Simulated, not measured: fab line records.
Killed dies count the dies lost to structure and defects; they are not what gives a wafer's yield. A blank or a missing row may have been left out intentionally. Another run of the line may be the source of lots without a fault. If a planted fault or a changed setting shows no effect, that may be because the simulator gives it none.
fab line records	flow n5_finfet
[record] lots = 7	wafers = 21
route steps=1938 shown HKMG_FIN@434 MOL_CONTACT_COAG@523 BEOL_M0_SAQP@638
start_h: hours from the record's opening day to when the first of the lot's shown wafers began	wait_h: hours since the lot's step before	" same as the row above	L1.1+2: one row covering several wafers at once	- no value, or no start given	* or withheld: withheld	< > ~ a bound
route shown NAME@n: names a module that has steps shown in the file, with the first one's number in the route	usual: average and standard deviation across the fault-free wafers	same: alike in all rows	chamber/n: place in a boat	sites: readings site by site	_std_site: their standard deviation	_edge_site: mean of outer sites minus mean of inner sites	radius_mm: how far each site lies from the wafer's centre	mask NAME#n: copy n	behind: the last tool/chamber to shape the wafer	hold: the reason the lot was held/the length of the hold in hours/how it ended	device: names the non-switching transistor (n, p or np)	end of line: at the end of the route, the tests of the same wafers	a step given without rows: its recipe and nothing more	killed: the dies lost at the first sort to structure and to defects; this is not the yield of the wafer	map: a wafer's dies, marking killed ones x, the rest . and places with no die _
set.NAME: the setting the step ran with; set.NAME@STEP: the setting that earlier step ran with	model.NAME: the simulator's own value behind a step, which no gauge read
lots with deliberately changed settings; one table per step, one row per wafer
[[steps]]
[step N5_HKMG_FIN_ETCH_31]
[recipe] chemistry = CF4	target = SiARC	target_depth_a = 455	mask_material = CAR-ArF	time_s = 75.8	ion_energy_ev = 80	pressure_mtorr = 40	source_w = 545	bias_w = 36	Ar_flow_sccm = 100	cf4_flow_sccm = 100	ends = cleared
[usual] rf_vpp_V = 184.3/0.97
lot.wafer	tool	chamber	start_h	wait_h	set.bias_w	rf_vpp_V
L074.1	rie_diel-01	0	74.66	0.0	39.34	197.5
L074.5	"	2	"	"	36	184.5
L074.6	"	1	"	"	36	182.7
L083.3	rie_diel-06	0	129.08	0.0	36	183.4
L083.4	"	2	"	"	36	184.5
L083.5	"	0	"	"	36	183.1
L090.2	rie_diel-06	0	170.74	0.0	36	184.1
L090.3	"	3	"	"	36	183.7
L090.6	"	2	"	"	30.39	164.6
L094.1	rie_diel-06	0	194.13	0.0	36	183.0
L094.3	"	1	"	"	36	185.2
L094.4	"	3	"	"	37.63	189.6
L095.1	rie_diel-06	3	206.53	0.0	31.68	168.2
L095.3	"	0	"	"	31.68	167.4
L095.5	"	0	"	"	36	183.8
L096.1	rie_diel-06	2	209.33	0.0	39.24	193.7
L096.2	"	0	"	"	36	183.8
L096.6	"	3	"	"	39.24	193.6
L097.1	rie_diel-06	1	217.86	0.0	33.48	176.7
L097.3	"	2	"	"	36	182.9
L097.5	"	0	"	"	33.48	175.7
[step N5_MOL_CONTACT_COAG_EXPOSE_05]
[recipe] mask_id = CA	na = 0.33	source_shape = annular	sigma_inner = 0.4	sigma_outer = 0.8	polarization = unpolarized	defocus_nm = 0	dose_mj = 38.25
lot.wafer	tool	chamber	start_h	wait_h	mask	set.dose_mj
L074.1+5+6	euv_scanner-01	0	86.33	-	CA#0	40.04
L083.3+4+5	euv_scanner-02	0	141.21	-	CA#0	38.25
L090.2+3	euv_scanner-01	0	182.54	-	CA#0	37.3
L090.6	"	0	"	"	CA#0	38.25
L094.1	euv_scanner-02	0	205.84	-	CA#0	38.25
L094.3+4	"	0	"	"	CA#0	39.73
L095.1	euv_scanner-01	0	218.75	-	CA#0	39.53
L095.3+5	"	0	"	"	CA#0	38.25
L096.1+2	euv_scanner-01	0	220.98	-	CA#0	39.28
L096.6	"	0	"	"	CA#0	38.25
L097.1+3+5	euv_scanner-02	0	230.32	-	CA#0	38.25
[step N5_MOL_CONTACT_COAG_PEB_06]
[recipe] peb_temp_c = 100	peb_time_s = 60	resist = CAR-EUV
[step N5_MOL_CONTACT_COAG_DEVELOP_07]
[recipe] develop_time_s = 30	developer = TMAH	resist = CAR-EUV	rinse_liquid = surfactant_rinse	dry = air_spin	dev_temp_c = 23
[step N5_MOL_CONTACT_COAG_CD_MEAS_08]
[recipe] target_cd_nm = 28	landing_energy_ev = 500	detector = se_inlens	polarity = opening
[usual] cd_nm = 27.95/0.28
lot.wafer	tool	chamber	start_h	wait_h	set.dose_mj@MOL_CONTACT_COAG_EXPOSE_05	cd_nm
L074.1	cd_sem-02	0	86.46	-	40.04	28.79
L074.5	"	0	"	"	40.04	28.44
L074.6	"	0	"	"	40.04	28.58
L083.3	cd_sem-03	0	141.33	-	38.25	28.16
L083.4	"	0	"	"	38.25	28.08
L083.5	"	0	"	"	38.25	28.45
L090.2	cd_sem-03	0	182.66	-	37.3	27.35
L090.3	"	0	"	"	37.3	27.44
L090.6	"	0	"	"	38.25	27.77
L094.1	cd_sem-02	0	205.97	-	38.25	27.77
L094.3	"	0	"	"	39.73	28.96
L094.4	"	0	"	"	39.73	28.93
L095.1	cd_sem-02	0	218.88	-	39.53	28.86
L095.3	"	0	"	"	38.25	27.95
L095.5	"	0	"	"	38.25	27.80
L096.1	cd_sem-02	0	221.11	-	39.28	28.37
L096.2	"	0	"	"	39.28	28.25
L096.6	"	0	"	"	38.25	27.25
L097.1	cd_sem-03	0	230.45	-	38.25	27.79
L097.3	"	0	"	"	38.25	27.71
L097.5	"	0	"	"	38.25	27.88
[step N5_MOL_CONTACT_COAG_DESCUM_13]
[recipe] chemistry = O2	time_s = 7	source_power_w = 50	bias_power_w = 20	pressure_mtorr = 20	rf_frequency_hz = 2.712e+07	temp_c = 40	resist = CAR-EUV	o2_flow_sccm = 225
[step N5_MOL_CONTACT_COAG_ETCH_59]
[recipe] chemistry = N2/H2	target = underlayer	target_depth_a = 130	mask_material = CAR-EUV	time_s = 10.4	ion_energy_ev = 200	pressure_mtorr = 30	source_w = 840	bias_w = 150	n2_flow_sccm = 200	h2_flow_sccm = 200	ends = cleared
lot.wafer	tool	chamber	start_h	wait_h	set.dose_mj@MOL_CONTACT_COAG_EXPOSE_05	model.MOL_CONTACT_COAG.cd_offset_nm
L074.1	rie_diel-02	1	86.70	0.0	40.04	1
L074.5	"	3	"	"	40.04	0.8
L074.6	"	2	"	"	40.04	0.6
L083.3	rie_diel-01	1	141.50	0.0	38.25	0.4
L083.4	"	3	"	"	38.25	0
L083.5	"	2	"	"	38.25	0.2
L090.2	rie_diel-01	3	182.82	0.0	37.3	-0.6
L090.3	"	2	"	"	37.3	-0.8
L090.6	"	2	"	"	38.25	-0.4
L094.1	rie_diel-06	2	206.13	0.0	38.25	-0.2
L094.3	"	0	"	"	39.73	0.8
L094.4	"	3	"	"	39.73	1
L095.1	rie_diel-01	0	219.07	0.0	39.53	0.4
L095.3	"	3	"	"	38.25	-0.4
L095.5	"	3	"	"	38.25	-0.2
L096.1	rie_diel-06	1	221.56	0.0	39.28	0.2
L096.2	"	3	"	"	39.28	0.4
L096.6	"	2	"	"	38.25	-0.6
L097.1+3	rie_diel-06	1,0	230.61	0.0	38.25	-0.2
L097.5	"	0	"	"	38.25	0
[step N5_MOL_CONTACT_COAG_ETCH_105]
[recipe] chemistry = CF4	target = SiARC	target_depth_a = 156	mask_material = CAR-EUV	time_s = 26	ion_energy_ev = 80	pressure_mtorr = 40	source_w = 545	bias_w = 36	Ar_flow_sccm = 100	cf4_flow_sccm = 100	ends = cleared
lot.wafer	tool	chamber	start_h	wait_h	set.dose_mj@MOL_CONTACT_COAG_EXPOSE_05	model.MOL_CONTACT_COAG.cd_offset_nm
L074.1	rie_diel-02	1	86.72	0.0	40.04	1
L074.5	"	3	"	"	40.04	0.8
L074.6	"	2	"	"	40.04	0.4
L083.3	rie_diel-01	1	141.52	0.0	38.25	0.2
L083.4+5	"	3,2	"	"	38.25	0
L090.2	rie_diel-01	3	182.84	0.0	37.3	-0.6
L090.3	"	2	"	"	37.3	-0.8
L090.6	"	2	"	"	38.25	-0.4
L094.1	rie_diel-06	2	206.15	0.0	38.25	-0.2
L094.3	"	0	"	"	39.73	0.8
L094.4	"	3	"	"	39.73	1
L095.1	rie_diel-01	0	219.09	0.0	39.53	0.6
L095.3	"	3	"	"	38.25	-0.6
L095.5	"	3	"	"	38.25	-0.4
L096.1	rie_diel-06	1	221.58	0.0	39.28	0.2
L096.2	"	3	"	"	39.28	0.4
L096.6	"	2	"	"	38.25	-0.6
L097.1+3	rie_diel-06	1,0	230.63	0.0	38.25	-0.2
L097.5	"	0	"	"	38.25	0
[step N5_MOL_CONTACT_COAG_ETCH_106]
[recipe] chemistry = N2/H2	target = SOC	target_depth_a = 800	overetch_a = 160	mask_material = SiARC	temp_c = 40	time_s = 120	ion_energy_ev = 200	pressure_mtorr = 30	source_w = 840	bias_w = 150	n2_flow_sccm = 200	h2_flow_sccm = 200
lot.wafer	tool	chamber	start_h	wait_h	set.dose_mj@MOL_CONTACT_COAG_EXPOSE_05	model.MOL_CONTACT_COAG.cd_offset_nm
L074.1	rie_diel-02	1	86.75	0.0	40.04	1
L074.5	"	3	"	"	40.04	0.8
L074.6	"	2	"	"	40.04	0.6
L083.3+4+5	rie_diel-01	1,3,2	141.55	0.0	38.25	0.2
L090.2+3	rie_diel-01	3,2	182.86	0.0	37.3	-0.4
L090.6	"	2	"	"	38.25	-0.2
L094.1	rie_diel-06	2	206.17	0.0	38.25	0
L094.3	"	0	"	"	39.73	0.8
L094.4	"	3	"	"	39.73	1
L095.1	rie_diel-01	0	219.12	0.0	39.53	0.6
L095.3+5	"	3	"	"	38.25	-0.6
L096.1	rie_diel-06	1	221.60	0.0	39.28	0
L096.2	"	3	"	"	39.28	0.2
L096.6	"	2	"	"	38.25	-0.4
L097.1+3	rie_diel-06	1,0	230.66	0.0	38.25	-0.2
L097.5	"	0	"	"	38.25	0
[step N5_MOL_CONTACT_COAG_CONTACT_ETCH_14]
[recipe] chemistry = C4F6/O2	target = SiO2	target_depth_a = 275	overetch_a = 85	mask_material = SOC	pressure_mtorr = 30	source_w = 370	bias_w = 185	Ar_flow_sccm = 300	C4F6_flow_sccm = 16	O2_flow_sccm = 10	time_s = 20	ion_energy_ev = 259.6
[usual] rf_vpp_V = 694.3/3
lot.wafer	tool	chamber	start_h	wait_h	set.source_w	set.dose_mj@MOL_CONTACT_COAG_EXPOSE_05	rf_vpp_V	model.MOL_CONTACT_COAG.cd_offset_nm
L074.1	rie_diel-02	1	86.85	0.0	343.5	40.04	714.9	1
L074.5	"	3	"	"	370	40.04	694.9	1
L074.6	"	2	"	"	370	40.04	695.6	0.6
L083.3	rie_diel-01	1	141.65	0.0	370	38.25	690.6	0.2
L083.4	"	3	"	"	370	38.25	698.7	0.2
L083.5	"	2	"	"	370	38.25	695.3	0
L090.2	rie_diel-01	3	182.96	0.0	370	37.3	698.5	-0.4
L090.3	"	2	"	"	370	37.3	694.3	-0.4
L090.6	"	2	"	"	370	38.25	696.0	-0.2
L094.1	rie_diel-06	2	206.27	0.0	427.1	38.25	659.6	-0.2
L094.3	"	0	"	"	427.1	39.73	658.7	0.8
L094.4	"	3	"	"	370	39.73	691.1	0.8
L095.1	rie_diel-01	0	219.22	0.0	314.4	39.53	731.3	0.4
L095.3	"	3	"	"	370	38.25	698.4	-0.6
L095.5	"	3	"	"	314.4	38.25	732.7	-0.4
L096.1	rie_diel-06	1	221.70	0.0	370	39.28	693.9	0
L096.2	"	3	"	"	370	39.28	692.7	0.2
L096.6	"	2	"	"	370	38.25	689.7	-0.4
L097.1	rie_diel-06	1	230.76	0.0	418.6	38.25	674.0	-0.2
L097.3	"	0	"	"	370	38.25	690.4	-0.2
L097.5	"	0	"	"	418.6	38.25	664.0	0
[step N5_MOL_CONTACT_COAG_STRIP_109]
[recipe] chemistry = C4F6/O2	resist = SiARC	rf_frequency_hz = 6e+07
[step N5_MOL_CONTACT_COAG_ETCH_15]
[recipe] chemistry = CH3F/O2	target = SiNx	target_depth_a = 70	mask_material = SOC	stop_on = Si:P	over_etch_frac = 0.75	ion_energy_ev = 120	pressure_mtorr = 30	source_w = 395	bias_w = 73	Ar_flow_sccm = 150	CH3F_flow_sccm = 30	O2_flow_sccm = 20
lot.wafer	tool	chamber	start_h	wait_h	set.dose_mj@MOL_CONTACT_COAG_EXPOSE_05	model.MOL_CONTACT_COAG.cd_offset_nm
L074.1+5	rie_diel-02	1,3	86.88	0.0	40.04	1
L074.6	"	2	"	"	40.04	0.4
L083.3+4+5	rie_diel-01	1,3,2	141.68	0.0	38.25	0.2
L090.2+3	rie_diel-01	3,2	183.00	0.0	37.3	-0.4
L090.6	"	2	"	"	38.25	0
L094.1	rie_diel-06	2	206.31	0.0	38.25	0
L094.3+4	"	0,3	"	"	39.73	0.8
L095.1	rie_diel-01	0	219.26	0.0	39.53	0.4
L095.3+5	"	3	"	"	38.25	-0.4
L096.1	rie_diel-06	1	221.74	0.0	39.28	0
L096.2	"	3	"	"	39.28	0.2
L096.6	"	2	"	"	38.25	-0.4
L097.1+3	rie_diel-06	1,0	230.79	0.0	38.25	-0.2
L097.5	"	0	"	"	38.25	0
[step N5_MOL_CONTACT_COAG_ETCH_110]
[recipe] chemistry = CF4/O2	target = Si	target_depth_a = 25	time_s = 8	pressure_mtorr = 100	source_w = 200	bias_w = 12	ion_energy_ev = 60	Ar_flow_sccm = 100	cf4_flow_sccm = 100	O2_flow_sccm = 10
lot.wafer	tool	chamber	start_h	wait_h	set.dose_mj@MOL_CONTACT_COAG_EXPOSE_05	model.MOL_CONTACT_COAG.cd_offset_nm
L074.1+5	rie_diel-02	1,3	86.94	0.0	40.04	1
L074.6	"	2	"	"	40.04	0.4
L083.3+4+5	rie_diel-01	1,3,2	141.74	0.0	38.25	0.2
L090.2+3	rie_diel-01	3,2	183.06	0.0	37.3	-0.4
L090.6	"	2	"	"	38.25	-0.2
L094.1	rie_diel-06	2	206.37	0.0	38.25	-0.4
L094.3+4	"	0,3	"	"	39.73	0.8
L095.1	rie_diel-01	0	219.32	0.0	39.53	0.6
L095.3+5	"	3	"	"	38.25	-0.4
L096.1	rie_diel-06	1	221.80	0.0	39.28	0
L096.2	"	3	"	"	39.28	0.2
L096.6	"	2	"	"	38.25	-0.6
L097.1	rie_diel-06	1	230.85	0.0	38.25	-0.2
L097.3+5	"	0	"	"	38.25	0
[step N5_BEOL_M0_SAQP_PECVD_04]
[recipe] material = a-Si	target_thk_a = 600	temp_c = 350	precursor = SiH4/He	pressure_torr = 3	rf_w = 100	time_s = 60.2
lot.wafer	tool	chamber	start_h	wait_h	set.time_s	model.a-Si_of_BEOL_M0_SAQP_PECVD_04.thk_nm
L074.1	pecvd-01	2	107.57	0.0	60.2	59.8
L074.5	"	2	"	"	60.2	61.4
L074.6	"	0	"	"	60.2	60.4
L083.3	pecvd-03	2	161.80	0.0	60.2	60
L083.4	"	1	"	"	60.2	60.4
L083.5	"	2	"	"	60.2	60.6
L090.2	pecvd-02	2	203.79	0.0	51.44	50.2
L090.3	"	1	"	"	60.2	60.4
L090.6	"	0	"	"	51.44	51.4
L094.1	pecvd-03	1	226.29	0.0	60.2	58.4
L094.3	"	1	"	"	60.2	59.6
L094.4	"	2	"	"	60.2	60.4
L095.1	pecvd-01	1	237.51	0.0	60.2	59.4
L095.3	"	2	"	"	54.99	53.8
L095.5	"	2	"	"	54.99	55.4
L096.1	pecvd-01	1	238.92	0.0	60.2	59.8
L096.2	"	0	"	"	68.13	68.8
L096.6	"	0	"	"	68.13	69.2
L097.1	pecvd-03	1	251.01	0.0	60.2	59
L097.3	"	2	"	"	60.2	59.6
L097.5	"	2	"	"	60.2	60.8
[step N5_BEOL_M0_SAQP_THK_MEAS_05]
[usual] thk_nm = 59.8/0.78
lot.wafer	tool	chamber	start_h	wait_h	set.time_s@BEOL_M0_SAQP_PECVD_04	thk_nm
L074.1	film_metro-01	-	107.67	0.1	60.2	59.8
L074.5	"	-	"	"	60.2	61.4
L074.6	"	-	"	"	60.2	60.4
L083.3	film_metro-01	-	161.90	0.1	60.2	60.0
L083.4	"	-	"	"	60.2	60.4
L083.5	"	-	"	"	60.2	60.7
L090.2	film_metro-02	-	203.89	0.1	51.44	50.2
L090.3	"	-	"	"	60.2	60.4
L090.6	"	-	"	"	51.44	51.4
L094.1	film_metro-02	-	226.42	0.1	60.2	58.5
L094.3	"	-	"	"	60.2	59.6
L094.4	"	-	"	"	60.2	60.4
L095.1	film_metro-01	-	237.61	0.1	60.2	59.5
L095.3	"	-	"	"	54.99	53.8
L095.5	"	-	"	"	54.99	55.3
L096.1	film_metro-02	-	239.02	0.1	60.2	59.8
L096.2	"	-	"	"	68.13	68.8
L096.6	"	-	"	"	68.13	69.2
L097.1	film_metro-01	-	251.10	0.1	60.2	59.0
L097.3	"	-	"	"	60.2	59.6
L097.5	"	-	"	"	60.2	60.8
[step N5_BEOL_M0_SAQP_COAT_08]
[recipe] resist = CAR-ArF	spin_rpm = 1500	resist_thk_nm = 90
lot.wafer	tool	chamber	start_h	wait_h	set.spin_rpm	model.CAR-ArF_of_BEOL_M0_SAQP_COAT_08.thk_nm
L074.1+6	litho_track-01	0	-	-	1456	91.8
L074.5	"	0	"	"	1500	90.2
L083.3	litho_track-01	0	-	-	1500	90.6
L083.4	"	0	"	"	1500	90.2
L083.5	"	0	"	"	1500	90.4
L090.2	litho_track-01	0	-	-	1500	90.2
L090.3	"	0	"	"	1377	94.2
L090.6	"	0	"	"	1377	94
L094.1	litho_track-01	0	-	-	1500	90
L094.3	"	0	"	"	1346	95.4
L094.4	"	0	"	"	1346	95.6
L095.1	litho_track-05	0	-	-	1500	89.8
L095.3	"	0	"	"	1453	91.4
L095.5	"	0	"	"	1500	90
L096.1	litho_track-05	0	-	-	1443	91.4
L096.2	"	0	"	"	1443	91.2
L096.6	"	0	"	"	1500	89.6
L097.1	litho_track-01	0	-	-	1391	93.6
L097.3	"	0	"	"	1500	90.4
L097.5	"	0	"	"	1391	93.4
[step N5_BEOL_M0_SAQP_EBR_10]
[recipe] solvent = PGMEA	ebr_width_mm = 1.5
[step N5_BEOL_M0_SAQP_SOFTBAKE_09]
[recipe] temp_c = 110	time_s = 60	resist = CAR-ArF
[step N5_BEOL_M0_SAQP_EXPOSE_11]
[recipe] mask_id = M0_CORE	na = 1.35	source_shape = dipole	sigma_inner = 0.538	sigma_outer = 0.738	polarization = te	target_cd_nm = 42	dose_mj = 55
[step N5_BEOL_M0_SAQP_PEB_12]
[recipe] peb_temp_c = withheld	peb_time_s = 60	resist = CAR-ArF
[step N5_BEOL_M0_SAQP_DEVELOP_13]
[recipe] develop_time_s = 30	developer = TMAH	resist = CAR-ArF	dev_temp_c = 23	rinse_liquid = diw	dry = air_spin
lot.wafer	tool	chamber	start_h	wait_h	set.spin_rpm@BEOL_M0_SAQP_COAT_08	model.CAR-ArF_of_BEOL_M0_SAQP_COAT_08.thk_nm
L074.1+6	litho_track-05	0	-	-	1456	90
L074.5	"	0	"	"	1500	88.4
L083.3	litho_track-03	0	-	-	1500	88.8
L083.4+5	"	0	"	"	1500	88.6
L090.2	litho_track-05	0	-	-	1500	88.4
L090.3	"	0	"	"	1377	92.6
L090.6	"	0	"	"	1377	92.4
L094.1	litho_track-01	0	-	-	1500	88.4
L094.3	"	0	"	"	1346	93.6
L094.4	"	0	"	"	1346	93.8
L095.1+5	litho_track-03	0	-	-	1500	88.2
L095.3	"	0	"	"	1453	89.6
L096.1	litho_track-01	0	-	-	1443	89.8
L096.2	"	0	"	"	1443	89.6
L096.6	"	0	"	"	1500	88
L097.1	litho_track-01	0	-	-	1391	91.8
L097.3	"	0	"	"	1500	88.8
L097.5	"	0	"	"	1391	91.6
[step N5_BEOL_M0_SAQP_HM_OPEN_112]
[recipe] chemistry = CHF3/O2	target = SiO2	stop_on = a-Si	target_depth_a = 120	over_etch_frac = 1.25	mask_material = SOC	time_s = 13.5	pressure_mtorr = 30	source_w = 650	bias_w = 170	Ar_flow_sccm = 200	CHF3_flow_sccm = 50	O2_flow_sccm = 5	ion_energy_ev = 200	ends = end_point
[step N5_BEOL_M0_SAQP_STRIP_113]
[recipe] chemistry = CHF3/O2	resist = SiARC	rf_frequency_hz = 6e+07
[step N5_BEOL_M0_SAQP_MANDREL_ETCH_20]
[recipe] target_depth_a = 600	chemistry = HBr/Cl2	target = a-Si	stop_on = SiNx	bt_time_s = 10	mask_material = SOC	over_etch_frac = 0.5	time_s = 30	pressure_mtorr = 10	icp_w = 800	bias_w = 75	HBr_flow_sccm = 150	Cl2_flow_sccm = 80	ends = end_point
lot.wafer	tool	chamber	start_h	wait_h	set.time_s@BEOL_M0_SAQP_PECVD_04	model.etch.depth_nm
L074.1	rie_si-06	0	108.52	0.0	60.2	59.82
L074.5	"	2	"	"	60.2	61.36
L074.6	"	0	"	"	60.2	60.33
L083.3	rie_si-06	1	163.19	0.0	60.2	60.02
L083.4	"	2	"	"	60.2	60.44
L083.5	"	3	"	"	60.2	60.68
L090.2	rie_si-06	0	205.23	0.0	51.44	50.12
L090.3	"	3	"	"	60.2	60.33
L090.6	"	3	"	"	51.44	51.26
L094.1	rie_si-03	3	228.33	0.0	60.2	58.38
L094.3	"	0	"	"	60.2	59.48
L094.4	"	1	"	"	60.2	60.39
L095.1	rie_si-01	3	238.33	0.0	60.2	59.47
L095.3	"	2	"	"	54.99	53.81
L095.5	"	3	"	"	54.99	55.32
L096.1	rie_si-06	0	239.76	0.0	60.2	59.85
L096.2	"	2	"	"	68.13	68.65
L096.6	"	1	"	"	68.13	69.14
L097.1	rie_si-06	0	251.82	0.0	60.2	58.93
L097.3	"	2	"	"	60.2	59.47
L097.5	"	3	"	"	60.2	60.7
[[key]]
[split] step = N5_HKMG_FIN_ETCH_31	setting = bias_w	stated = 36	by = wafer
[response] step = N5_HKMG_FIN_ETCH_31	reading = rf_vpp_V	change = +1.26	per = 1%	r = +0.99
[split] step = N5_MOL_CONTACT_COAG_EXPOSE_05	setting = dose_mj	stated = 38.25	by = wafer
[response] step = N5_MOL_CONTACT_COAG_CD_MEAS_08	reading = cd_nm	change = +0.293	per = 1%	r = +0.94
[response] step = N5_MOL_CONTACT_COAG_ETCH_59	reading = model.MOL_CONTACT_COAG.cd_offset_nm	change = +0.247	per = 1%	r = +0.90
[response] step = N5_MOL_CONTACT_COAG_ETCH_105	reading = model.MOL_CONTACT_COAG.cd_offset_nm	change = +0.281	per = 1%	r = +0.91
[response] step = N5_MOL_CONTACT_COAG_ETCH_106	reading = model.MOL_CONTACT_COAG.cd_offset_nm	change = +0.236	per = 1%	r = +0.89
[response] step = N5_MOL_CONTACT_COAG_CONTACT_ETCH_14	reading = model.MOL_CONTACT_COAG.cd_offset_nm	change = +0.22	per = 1%	r = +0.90
[response] step = N5_MOL_CONTACT_COAG_ETCH_15	reading = model.MOL_CONTACT_COAG.cd_offset_nm	change = +0.205	per = 1%	r = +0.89
[response] step = N5_MOL_CONTACT_COAG_ETCH_110	reading = model.MOL_CONTACT_COAG.cd_offset_nm	change = +0.262	per = 1%	r = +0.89
[split] step = N5_MOL_CONTACT_COAG_CONTACT_ETCH_14	setting = source_w	stated = 370	by = wafer
[response] step = N5_MOL_CONTACT_COAG_CONTACT_ETCH_14	reading = rf_vpp_V	change = -2.07	per = 1%	r = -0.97
[split] step = N5_BEOL_M0_SAQP_PECVD_04	setting = time_s	stated = 60.2	by = wafer
[response] step = N5_BEOL_M0_SAQP_PECVD_04	reading = model.a-Si_of_BEOL_M0_SAQP_PECVD_04.thk_nm	change = +0.657	per = 1%	r = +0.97
[response] step = N5_BEOL_M0_SAQP_THK_MEAS_05	reading = thk_nm	change = *	per = 1%	r = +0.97
[response] step = N5_BEOL_M0_SAQP_MANDREL_ETCH_20	reading = model.etch.depth_nm	change = +0.656	per = 1%	r = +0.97
[split] step = N5_BEOL_M0_SAQP_COAT_08	setting = spin_rpm	stated = 1500	by = wafer
[response] step = N5_BEOL_M0_SAQP_COAT_08	reading = model.CAR-ArF_of_BEOL_M0_SAQP_COAT_08.thk_nm	change = -0.491	per = 1%	r = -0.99
[response] step = N5_BEOL_M0_SAQP_DEVELOP_13	reading = model.CAR-ArF_of_BEOL_M0_SAQP_COAT_08.thk_nm	change = -0.483	per = 1%	r = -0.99
